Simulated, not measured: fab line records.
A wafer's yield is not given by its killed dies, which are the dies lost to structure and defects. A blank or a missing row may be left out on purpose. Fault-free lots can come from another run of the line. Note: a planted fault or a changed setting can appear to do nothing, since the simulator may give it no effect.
Problem report in the 8D (eight disciplines) form, filled by code    flow n5Finfet    the parts of the form that need people (team, actions taken, sign-off) are left out

1. PROBLEM STATEMENT
headPressurePsi at N5_MOL_CONTACT_COAG_CMP_28 reads a mean of 4.644 psi on 4 wafers of 3 lots; wafers without a fault read 4.150 psi with a standard deviation of 0.01. That is +49 standard deviations from the usual mean.
The step: polishes, stops on SiNx, t overpolish 0.85 s, target thk 14.522 nm.
Earliest sighting: wafer L953.1 on cmp-03 at day 10 05:10. The record holds 29 wafers of 10 lots with a number at this step. Rule for "out", or "out of limits": more than 4 standard deviations from the usual mean. Any other wafer with a number is counted as sound.

2. WHAT IT IS AND WHAT IT IS NOT
question                     is                              is not
which readings at this step  headPressurePsi                 motorCurrentA, platenRpm
which lots                   L949, L953, L954                L932, L933, L936, L941, L942, L945, L955
which wafers of those lots   L949.3, L953.1, L954.2, L954.5  L949.4, L949.5, L953.4, L953.6, L954.4
read on which tools          cmp-03                          cmp-01, cmp-04
when                         from day 10 05:10               up to then (19 sound wafers); but 6 sound wafers of L949, L954, L955 came after

3. THE SUSPECTS, EACH WITH WHAT RULES IT OUT
Counting: a tool at a process step up to the reading stays a suspect if it ran every lot that is out. Sound lots after the first of them don't rule it out here, since some wafers of a struck lot are sound.
- cmp-03 at N5_MOL_CONTACT_COAG_CMP_28 (polishes, stops on SiNx, t overpolish 0.85 s, target thk 14.522 nm): kept. It processed each lot that is out (first: L953, day 10 05:10); up to then, its last sound lot is L942 (day 7 15:53). On those wafers its own readings are out: headPressurePsi.
- cmp-03, N5_MOL_CONTACT_COAG_CMP_28: wafers that are out in chamber 0, sound lot-mates in chambers 1, 2.
The count leaves cmp-03 at N5_MOL_CONTACT_COAG_CMP_28.

4. THE CAUSE (what the simulator had put in)
cmp-03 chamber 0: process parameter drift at N5_MOL_CONTACT_COAG_CMP_28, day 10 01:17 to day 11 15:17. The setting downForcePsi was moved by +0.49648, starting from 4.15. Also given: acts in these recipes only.
Only this tool survived the counting.

5. SEQUENCE OF EFFECTS, ordered by route
Each row: a reading where the mean over the struck wafers with a number is more than 3 standard deviations away from the usual. Scope: only readings with a usual standard deviation given in the record; hours: median across lots of the time from each lot's start at the first step in this table that gives one to its start at this step; sigmas: change in usual standard deviations.
hours  step                        reading          usual      on struck wafers  change  sigmas
0      N5_MOL_CONTACT_COAG_CMP_28  headPressurePsi  4.150 psi  4.644             +0.494  +49
Process steps it contains:
- N5_MOL_CONTACT_COAG_CMP_28: polishes, stops on SiNx, t overpolish 0.85 s, target thk 14.522 nm.
Later measuring or inspecting steps at which every struck wafer that the step has a row for has a number for every such reading, and none has moved that far: N5_MOL_CONTACT_COAG_THK_MEAS_29, N5_MOL_CONTACT_COAG_OVL_MEAS_85, N5_BEOL_M4_RC_MEAS_101.

6. WHAT WOULD HAVE CAUGHT IT SOONER
In this record no reading fell out of limits until day 10 05:10, 4 hours after the fault had begun at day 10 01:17.
